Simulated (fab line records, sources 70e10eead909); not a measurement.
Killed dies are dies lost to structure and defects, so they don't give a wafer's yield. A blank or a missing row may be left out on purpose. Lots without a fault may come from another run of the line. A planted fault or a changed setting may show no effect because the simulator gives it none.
fab line records | flow nand_harc
record lots=5 wafers=15 last_day=32
route steps=1302 shown A_M1@1179 END@1302
lots that met no fault: from a run of the same line without faults
start_h: hours from the record's first day to the start of the lot's first wafer shown | wait_h: hours since the lot's step before | " the same as in the row above | L1.1+2: a row that stands for several wafers | - no value, or no start given | * or withheld: withheld | < > ~ a bound
route shown NAME@n: a module of which the file shows steps, and the number in the route of the first | usual: mean/standard deviation of fault-free wafers | same: alike in all rows | chamber/n: place in a boat | sites: the reading at each site | _std_site: their standard deviation | _edge_site: outer sites' mean less inner sites' | radius_mm: how far each site lies from the wafer's centre | mask NAME#n: copy n | behind: the tool/chamber that last shaped the wafer | hold: why the lot was held/for how many hours/how that ended | device: the transistor (n, p or np) that didn't switch | end of line: the same wafers' tests at the end of the route | a step without rows: its recipe alone | killed: dies lost to structure and defects at the first sort, not the wafer's yield | map: a wafer's dies, x killed, . not, _ none there
set.NAME: the setting as run; set.NAME@STEP: as run at that earlier step | model.NAME: the simulator's own value behind a step, which no gauge read
lots at some steps of the route; a table a step, a row a wafer
services: from which hour (start_h, from the record's first day; less than 0 if before it) a tool's chamber was out of use, for how many hours, and why
## steps
# step NHARC_A_M1_CD_MEAS_09
# recipe target_cd_nm=120 landing_energy_ev=500
# usual cd_nm=120.0/0.64
# same landing_energy_ev=500
# columns lot.wafer tool chamber start_h wait_h cd_nm
L981.1 cd_sem-01 0 541.96 - 120.1
L981.2 " 0 " " 120.0
L981.3 " 0 " " 121.3
L983.2 cd_sem-02 0 575.55 - 120.0
L983.4 " 0 " " 120.8
L983.6 " 0 " " 119.9
L988.2 cd_sem-03 0 605.96 - 120.9
L988.4 " 0 " " 119.9
L988.6 " 0 " " 120.6
L999.1 cd_sem-02 0 706.30 - 119.9
L999.2 " 0 " " 119.9
L999.3 " 0 " " 119.7
L100.1 cd_sem-01 0 734.12 - 119.1
L100.2 " 0 " " 119.7
L100.4 " 0 " " 119.8
# step NHARC_A_M1_OVL_MEAS_10
# recipe pitch_nm=240
# usual overlay_x_nm=-0.1/0.89 overlay_y_nm=0.2/0.96
# columns lot.wafer tool chamber start_h wait_h overlay_x_nm overlay_y_nm
L981.1 overlay-01 - 542.04 - 0.2 -0.3
L981.2 " - " " -0.6 -0.1
L981.3 " - " " 0.0 -0.6
L983.2 overlay-02 - 575.64 - -1.5 -0.4
L983.4 " - " " -2.2 0.4
L983.6 " - " " -2.1 -0.9
L988.2 overlay-02 - 606.05 - -0.4 0.9
L988.4 " - " " -0.5 0.7
L988.6 " - " " -0.2 0.8
L999.1 overlay-01 - 706.39 - 0.3 0.9
L999.2 " - " " 0.3 0.1
L999.3 " - " " 0.4 0.0
L100.1 overlay-01 - 734.21 - -1.0 -1.3
L100.2 " - " " -1.0 -0.6
L100.4 " - " " -0.9 -1.0
# step NHARC_A_M1_INSPECT_11
# usual raw_defect_count=89/37
# columns lot.wafer tool chamber start_h wait_h raw_defect_count
L981.1 defect_inspect-02 - 542.08 0.0 108
L981.2 " - " " 129
L981.3 " - " " 104
L983.2 defect_inspect-02 - 575.67 0.0 100
L983.4 " - " " 83
L983.6 " - " " 111
L988.2 defect_inspect-02 - 606.09 0.0 125
L988.4 " - " " 130
L988.6 " - " " 136
L999.1 defect_inspect-01 - 706.42 0.0 129
L999.2 " - " " 124
L999.3 " - " " 109
L100.1 defect_inspect-01 - 734.24 0.0 89
L100.2 " - " " 77
L100.4 " - " " 74
# step NHARC_A_M1_DESCUM_14
# recipe time_s=3 o2_flow_sccm=200 ar_flow_sccm=0 bias_power_w=0 chemistry=O2
# usual chamber_pressure_mTorr=60.00/0.053 drypump_motor_current_A=5.7/0.48 oes_product_au=0.998/0.0095 rf_vpp_V=57.7/0.94 showerhead_plenum_p_Torr=1.90/0.081 throttle_valve_pct=11.311/0.0086
# same bias_power_w=0
# columns lot.wafer tool chamber start_h wait_h chamber_pressure_mTorr drypump_motor_current_A oes_product_au rf_hours_counter_h rf_vpp_V showerhead_plenum_p_Torr throttle_valve_pct
L981.1 rie_diel-11 1 542.14 0.1 60.07 4.8 1.001 4 59.3 2.03 11.320
L981.3 " 3 " " 59.99 5.7 1.013 5 57.7 1.80 11.297
L981.2 " 0 " " 59.98 5.7 1.003 5 58.5 2.03 11.314
L983.2 rie_diel-11 0 575.73 0.1 59.96 5.7 1.006 9 57.5 2.03 11.307
L983.4 " 1 " " 60.04 4.8 0.983 8 59.0 2.02 11.318
L983.6 " 1 " " 59.98 4.8 0.991 - 59.0 2.02 11.301
L988.2 rie_diel-09 3 606.17 0.1 60.06 5.4 1.012 5 57.1 1.89 11.294
L988.4 " 1 " " 59.95 6.1 1.005 - 57.0 1.93 11.304
L988.6 " 2 " " 60.00 6.4 0.994 - 57.5 1.93 11.295
L999.1 rie_diel-11 2 706.48 0.1 60.00 5.4 0.996 5 57.4 1.83 11.312
L999.3 " 0 " " 59.99 5.7 0.990 6 57.3 2.03 11.318
L999.2 " 1 " " 59.90 4.8 1.000 5 58.6 2.02 11.321
L100.4 rie_diel-09 2 734.31 0.1 60.02 6.4 0.987 2 57.2 1.92 11.310
L100.2 " 0 " " 59.93 6.5 1.008 2 55.7 1.85 11.310
L100.1 " 1 " " 60.06 6.1 0.998 2 58.3 1.93 11.313
# step NHARC_A_M1_ETCH_35
# recipe target_depth_a=400 overetch_a=120 time_s=43.94 ion_energy_ev=200 n2_flow_sccm=150 h2_flow_sccm=150 ar_flow_sccm=0 rf_w=400 bias_w=150 chemistry=N2/H2
# step NHARC_A_M1_ETCH_15
# recipe target_depth_a=1825 time_s=91.2 c4f8_flow_sccm=withheld ar_flow_sccm=400 rf_w=600 bias_w=300 chemistry=C4F8/Ar
# usual chamber_pressure_mTorr=24.998/0.021 oes_product_au=0.949/0.022 rf_vpp_V=440.4/2.6
# columns lot.wafer tool chamber start_h wait_h chamber_pressure_mTorr oes_product_au rf_hours_counter_h rf_vpp_V
L981.1 rie_diel-11 3 - - 25.004 0.921 5 437.6
L981.2 " 0 " " 24.969 0.925 5 447.2
L981.3 " 1 " " 25.025 0.921 4 443.3
L983.2 rie_diel-11 1 - - 25.007 0.950 8 444.2
L983.4 " 3 " " 24.995 0.971 7 437.3
L983.6 " 2 " " 25.017 0.961 - 436.5
L988.2 rie_diel-09 1 - - 24.983 0.922 5 441.5
L988.6 " 1 " " 24.984 0.915 - 442.4
L988.4 " 3 " " 24.961 0.929 - 439.5
L999.1 rie_diel-11 1 - - 25.016 0.920 5 443.0
L999.3 " 3 " " 24.981 0.910 6 437.4
L999.2 " 0 " " 25.008 0.917 6 444.6
L100.1 rie_diel-09 3 - - 25.009 0.929 2 439.9
L100.2 " 0 " " 25.005 0.933 2 440.3
L100.4 " 1 " " 24.961 0.930 2 442.0
# step NHARC_A_M1_CD_MEAS_16
# usual cd_nm=120.1/0.79
# columns lot.wafer tool chamber start_h wait_h cd_nm
L981.1 cd_sem-03 - 542.45 - 118.6
L981.2 " - " " 120.8
L981.3 " - " " 120.4
L983.2 cd_sem-01 - 576.04 - 120.1
L983.4 " - " " 119.7
L983.6 " - " " 119.2
L988.2 cd_sem-01 - 606.50 - 119.9
L988.4 " - " " 120.4
L988.6 " - " " 120.5
L999.1 cd_sem-03 - 706.79 - 120.2
L999.2 " - " " 120.0
L999.3 " - " " 120.4
L100.1 cd_sem-03 - 734.61 - 120.5
L100.2 " - " " 119.5
L100.4 " - " " 120.2
# step NHARC_A_M1_STRIP_18
# recipe power_w=1000 n2_flow_sccm=150 h2_flow_sccm=150 ar_flow_sccm=0 bias_w=0 chemistry=N2/H2
# usual chamber_pressure_mTorr=29.996/0.028 drypump_motor_current_A=5.7/0.44 oes_product_au=0.999/0.01 power_w=1000/3 rf_vpp_V=90.5/0.92 showerhead_plenum_p_Torr=1.99/0.084 throttle_valve_pct=14.173/0.0097
# columns lot.wafer tool chamber start_h wait_h chamber_pressure_mTorr drypump_motor_current_A oes_product_au power_w rf_hours_counter_h rf_vpp_V showerhead_plenum_p_Torr throttle_valve_pct
L981.2 rie_diel-09 3 542.52 0.1 30.020 5.4 1.014 992 2 90.4 2.02 14.163
L981.1 " 1 " " 29.989 6.1 1.004 998 2 91.2 2.06 14.159
L981.3 " 2 " " 29.970 6.4 0.999 997 1 91.1 2.06 14.191
L983.4 rie_diel-11 3 576.16 0.1 29.999 5.7 1.016 997 7 90.5 1.92 14.164
L983.2 " 0 " " 30.011 5.7 1.011 1000 9 89.9 2.17 14.163
L983.6 " 1 " " 30.003 4.8 0.997 1003 - 90.7 2.16 14.170
L988.2 rie_diel-11 0 606.59 0.1 29.999 5.7 1.012 994 12 91.4 2.17 14.198
L988.4 " 1 " " 29.980 4.8 1.001 998 10 91.2 2.16 14.162
L988.6 " 0 " " 29.975 5.7 1.002 994 - 93.1 2.17 14.164
L999.3 rie_diel-02 2 706.86 0.1 30.040 6.3 0.976 1004 5 90.3 1.90 14.164
L999.1 " 0 " " 29.976 5.7 0.995 996 5 90.0 1.94 14.180
L999.2 " 1 " " 29.998 5.7 0.978 994 4 89.9 1.94 14.177
L100.1 rie_diel-02 2 734.71 0.1 30.003 6.3 0.979 996 6 90.4 1.90 14.169
L100.2 " 3 " " 29.908 5.3 0.995 1002 6 90.3 2.01 14.163
L100.4 " 0 " " 29.951 5.7 0.999 1003 6 90.5 1.94 14.169
# step NHARC_A_M1_ETCH_28
# recipe target_depth_a=300 over_etch_frac=0.3 time_s=72.99 ion_energy_ev=150 cf4_flow_sccm=50 n2_flow_sccm=100 ar_flow_sccm=150 rf_w=300 bias_w=100 chemistry=CF4/N2
# usual chamber_pressure_mTorr=30.001/0.028 drypump_motor_current_A=5.7/0.43 oes_product_au=0.999/0.0092 rf_vpp_V=313.3/1.8 showerhead_plenum_p_Torr=2.57/0.097 throttle_valve_pct=19.794/0.0087
# columns lot.wafer tool chamber start_h wait_h chamber_pressure_mTorr drypump_motor_current_A oes_product_au rf_hours_counter_h rf_vpp_V showerhead_plenum_p_Torr throttle_valve_pct
L981.3 rie_diel-09 3 - - 29.982 5.4 1.013 2 314.3 2.60 19.788
L981.1 " 1 " " 29.967 6.1 1.009 2 314.7 2.65 19.782
L981.2 " 2 " " 30.052 6.4 0.996 1 314.4 2.64 19.813
L983.2 rie_diel-11 0 - - 30.042 5.7 1.004 9 315.6 2.78 19.771
L983.4 " 3 " " 29.971 5.8 0.997 7 311.1 2.48 19.791
L983.6 " 1 " " 29.957 4.8 0.983 - 316.4 2.77 19.803
L988.2 rie_diel-11 0 - - 29.967 5.7 0.995 12 318.4 2.78 19.794
L988.4 " 1 " " 30.003 4.8 0.998 10 316.1 2.77 19.814
L988.6 " 3 " " 30.009 5.7 1.006 - 311.6 2.48 19.810
L999.2 rie_diel-02 3 - - 29.994 5.3 0.989 5 315.2 2.59 19.795
L999.1 " 0 " " 30.033 5.6 0.998 5 312.8 2.51 19.786
L999.3 " 1 " " 30.033 5.7 0.989 4 311.3 2.50 19.802
L100.4 rie_diel-02 0 - - 30.028 5.7 0.997 6 312.6 2.51 19.778
L100.2 " 2 " " 29.933 6.4 0.993 6 311.3 2.46 19.799
L100.1 " 3 " " 29.941 5.3 1.001 6 314.1 2.59 19.786
# step NHARC_A_M1_STRIP_19
# recipe time_s=600 temp_c=30 chemistry=post_etch_residue_remover
# step NHARC_A_M1_DEGAS_29
# recipe temp_c=250 time_s=60
# step NHARC_A_M1_PRE_CLEAN_30
# recipe time_s=30 temp_c=280 gas=H2/He
# usual heater_power_w=399/33
# columns lot.wafer tool chamber start_h wait_h heater_power_w
L981.2 pvd_sputter-02 - - - 396
L981.3 " - " " 430
L981.1 " - " " 384
L983.2 pvd_sputter-02 - - - 386
L983.4 " - " " 384
L983.6 " - " " 433
L988.2 pvd_sputter-02 - - - 377
L988.4 " - " " 428
L988.6 " - " " 376
L999.1 pvd_sputter-01 - - - 370
L999.3 " - " " 368
L999.2 " - " " 404
L100.1 pvd_sputter-01 - - - 367
L100.4 " - " " 420
L100.2 " - " " 426
# step NHARC_A_M1_PVD_20
# recipe target_thk_a=50 bias_v=168.6 power_w=15000 chamber_pressure_pa=0.12 time_s=8.06 substrate_temp_c=50 material=TaN
# usual chamber_pressure_pa=0.12/0.00025 throttle_valve_pct=29.7/1.2 time_s=8.06/0
# columns lot.wafer tool chamber start_h wait_h chamber_pressure_pa throttle_valve_pct time_s
L981.3 pvd_sputter-02 - 543.34 - 0.11997 29.0 8.06
L981.1 " - " " 0.11976 29.3 8.06
L981.2 " - " " 0.12021 29.5 8.06
L983.2 pvd_sputter-02 - 576.88 - 0.12053 28.9 8.06
L983.4 " - " " 0.12012 29.4 8.06
L983.6 " - " " 0.12034 29.5 8.06
L988.2 pvd_sputter-02 - 607.32 - 0.12026 27.8 13.721
L988.4 " - " " 0.11991 29.5 8.06
L988.6 " - " " 0.12027 29.7 13.721
L999.3 pvd_sputter-01 - 707.63 - 0.11992 29.3 8.06
L999.2 " - " " 0.12056 30.0 8.06
L999.1 " - " " 0.11995 32.0 8.06
L100.4 pvd_sputter-01 - 735.44 - 0.12012 29.8 8.06
L100.2 " - " " 0.12013 32.0 8.06
L100.1 " - " " 0.11964 29.9 8.06
# step NHARC_A_M1_PVD_21
# recipe target_thk_a=300 chamber_pressure_pa=5 power_w=5000 substrate_temp_c=30 time_s=20.49 material=Cu
# step NHARC_END_SORT_01
# recipe temp_c=25
# usual defect_limited_yield=91.0/2.6 killed_at_array=57/17 killed_at_other=0.5/0.82 killed_at_periphery=4.0/2.8 killed_dies=61/18 killed_open=2.9/2 killed_short=2.3/1.7
# same gross_dies=677
# columns lot.wafer tool chamber start_h wait_h defect_limited_yield[%] killed_at_array killed_at_other killed_at_periphery killed_dies killed_open killed_short
L981.1 prober-02 0 577.12 2.5 91.3 57 0 2 59 3 0
L981.2 prober-02 0 577.93 2.8 88.9 73 0 2 75 2 6
L981.3 prober-02 0 578.74 3.1 94.7 35 1 0 36 4 3
L983.2 prober-01 0 615.40 2.8 91.1 52 0 8 60 5 5
L983.4 prober-01 0 616.99 3.4 89.5 67 0 4 71 3 2
L983.6 prober-01 0 618.58 4.0 91.1 50 0 10 60 3 1
L988.2 prober-02 0 646.64 2.8 90.1 63 0 4 67 5 2
L988.4 prober-02 0 648.24 3.4 92.9 46 1 1 48 4 3
L988.6 prober-02 0 649.84 4.0 92.8 47 2 0 49 2 3
L999.1 prober-02 0 743.93 2.5 89.5 65 0 6 71 5 2
L999.2 prober-02 0 744.74 2.8 87.4 82 2 1 85 1 1
L999.3 prober-02 0 745.56 3.1 89.1 66 1 7 74 1 4
# killed by level:class
L981.1 A_CHANNEL_HOLE_D2:chamber_film_flake=29 A_CHANNEL_HOLE_D1:chamber_film_flake=16 A_DECK1_JOINT:chamber_film_flake=3 A_CONTACT:chamber_film_flake=3 A_ONON_D2:geometric_particle:open=2 A_SGD_CUT:chamber_film_flake=2 P_CONTACT:geometric_particle:open=1 P_ZERO_WELL:chamber_film_flake=1
L981.2 A_CHANNEL_HOLE_D1:chamber_film_flake=37 A_CHANNEL_HOLE_D2:chamber_film_flake=19 A_STAIRCASE:chamber_film_flake=4 A_CONTACT:chamber_film_flake=4 A_CHANNEL_FILL_D1:geometric_particle:short=2 A_WL_FILL:geometric_particle:short=2 P_CONTACT:geometric_particle:short=1 A_M0:geometric_particle:short=1
L981.3 A_CHANNEL_HOLE_D1:chamber_film_flake=13 A_CHANNEL_HOLE_D2:chamber_film_flake=10 A_DECK1_JOINT:chamber_film_flake=2 A_ONON_D1:geometric_particle:short=1 A_CHANNEL_FILL_D1:geometric_particle:open=1 A_ONON_D2:geometric_particle:short=1 A_CHANNEL_HOLE_D2:geometric_particle:open=1 A_CHANNEL_FILL_D2:geometric_particle:open=1
L983.2 A_CHANNEL_HOLE_D2:chamber_film_flake=21 A_SLIT:chamber_film_flake=17 P_ZERO_WELL:chamber_film_flake=3 P_M0:geometric_particle:short=2 A_CHANNEL_HOLE_D1:chamber_film_flake=2 A_STAIRCASE:chamber_film_flake=2 P_GATE:geometric_particle:open=1 P_CONTACT:geometric_particle:open=1
L983.4 A_CHANNEL_HOLE_D2:chamber_film_flake=31 A_SLIT:chamber_film_flake=25 P_CONTACT:chamber_film_flake=3 A_DECK1_JOINT:chamber_film_flake=2 A_STAIRCASE:chamber_film_flake=2 A_DECK1_JOINT:geometric_particle:open=1 A_ONON_D2:geometric_particle:open=1 A_ONON_D2:geometric_particle:short=1
L983.6 A_SLIT:chamber_film_flake=31 A_CHANNEL_HOLE_D2:chamber_film_flake=17 P_CONTACT:geometric_particle:open=3 P_CONTACT:chamber_film_flake=3 P_GATE:chamber_film_flake=2 A_BLC:geometric_particle:short=1 P_ZERO_WELL:chamber_film_flake=1 P_BONDPAD:chamber_film_flake=1
L988.2 A_CHANNEL_HOLE_D1:chamber_film_flake=26 A_CHANNEL_HOLE_D2:chamber_film_flake=17 A_CONTACT:chamber_film_flake=5 A_ZERO_WELL:chamber_film_flake=2 A_WL_FILL:chamber_film_flake=2 A_CHANNEL_FILL_D1:chamber_film_flake=2 A_CHANNEL_FILL_D2:chamber_film_flake=2 P_M1:geometric_particle:open=1
L988.4 A_CHANNEL_HOLE_D1:chamber_film_flake=17 A_CHANNEL_HOLE_D2:chamber_film_flake=14 A_CONTACT:chamber_film_flake=3 A_WL_FILL:chamber_film_flake=2 P_M1:geometric_particle:short=1 A_SOURCE_PLATE:geometric_particle:open=1 A_CHANNEL_FILL_D1:geometric_particle:short=1 A_DECK1_JOINT:geometric_particle:open=1
L988.6 A_CHANNEL_HOLE_D1:chamber_film_flake=14 A_CHANNEL_HOLE_D2:chamber_film_flake=12 A_CONTACT:chamber_film_flake=10 A_CHANNEL_FILL_D1:chamber_film_flake=2 THIN_TSV:chamber_film_flake=2 A_ONON_D1:geometric_particle:short=1 A_CHANNEL_HOLE_D1:geometric_particle:short=1 A_DECK1_JOINT:geometric_particle:short=1
L999.1 A_SLIT:chamber_film_flake=29 A_CHANNEL_HOLE_D1:chamber_film_flake=20 A_CONTACT:chamber_film_flake=7 P_M2:chamber_film_flake=2 A_STAIRCASE:chamber_film_flake=2 P_GATE:geometric_particle:open=1 P_M0:geometric_particle:open=1 A_ONON_D1:geometric_particle:open=1
L999.2 A_SLIT:chamber_film_flake=38 A_CHANNEL_HOLE_D1:chamber_film_flake=34 A_STAIRCASE:chamber_film_flake=4 A_CONTACT:chamber_film_flake=2 THIN_TSV:chamber_film_flake=2 A_ONON_D1:geometric_particle:open=1 A_CHANNEL_FILL_D2:geometric_particle:short=1 P_GATE:chamber_film_flake=1
L999.3 A_SLIT:chamber_film_flake=33 A_CHANNEL_HOLE_D1:chamber_film_flake=20 A_STAIRCASE:chamber_film_flake=7 P_ZERO_WELL:chamber_film_flake=2 P_M2:chamber_film_flake=2 A_WL_FILL:chamber_film_flake=2 A_CONTACT:chamber_film_flake=2 P_GATE:geometric_particle:short=1
## services
# columns tool chamber start_h hours kind
rie_diel-09 0 535.80 127.6 repair
pvd_sputter-02 - 536.22 3.3 repair
rie_diel-11 0 539.50 - clean
rie_diel-11 1 539.50 - clean
rie_diel-11 2 539.50 - clean
rie_diel-11 3 539.50 - clean
pvd_sputter-02 - 554.03 4.9 repair
pvd_sputter-01 - 563.71 6.7 repair
rie_diel-11 0 564.00 - clean
rie_diel-11 1 564.00 - clean
rie_diel-11 2 564.00 - clean
rie_diel-11 3 566.30 7.3 repair
rie_diel-02 - 570.74 9.0 pm
pvd_sputter-01 - 582.04 10.0 pm
rie_diel-09 2 586.40 5.8 repair
rie_diel-11 - 609.50 9.0 pm
rie_diel-09 1 636.37 12.3 repair
pvd_sputter-02 - 638.00 10.0 pm
rie_diel-09 2 645.53 10.0 repair
rie_diel-11 - 659.81 0.3 repair
rie_diel-09 - 674.13 9.0 pm
rie_diel-02 1 678.42 17.0 repair
pvd_sputter-02 - 699.73 1.8 repair
rie_diel-11 2 716.37 2.4 repair
## key
first_sign step=NHARC_A_M1_PVD_20 reading=time_s direction=up sigmas=99+ usual=* struck=*
effect none on later readings
met_at NHARC_A_M1_PVD_20
struck_wafers L988.2,L988.6
onset_between 576.88 607.32
fault kind=process_parameter_drift tool=pvd_sputter-02 chamber=- onset_h=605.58 steps=NHARC_A_M1_PVD_20 channel=time_s offset=* shape=step end_h=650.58 scope=struck_wafers_only acts_in=* stated=*
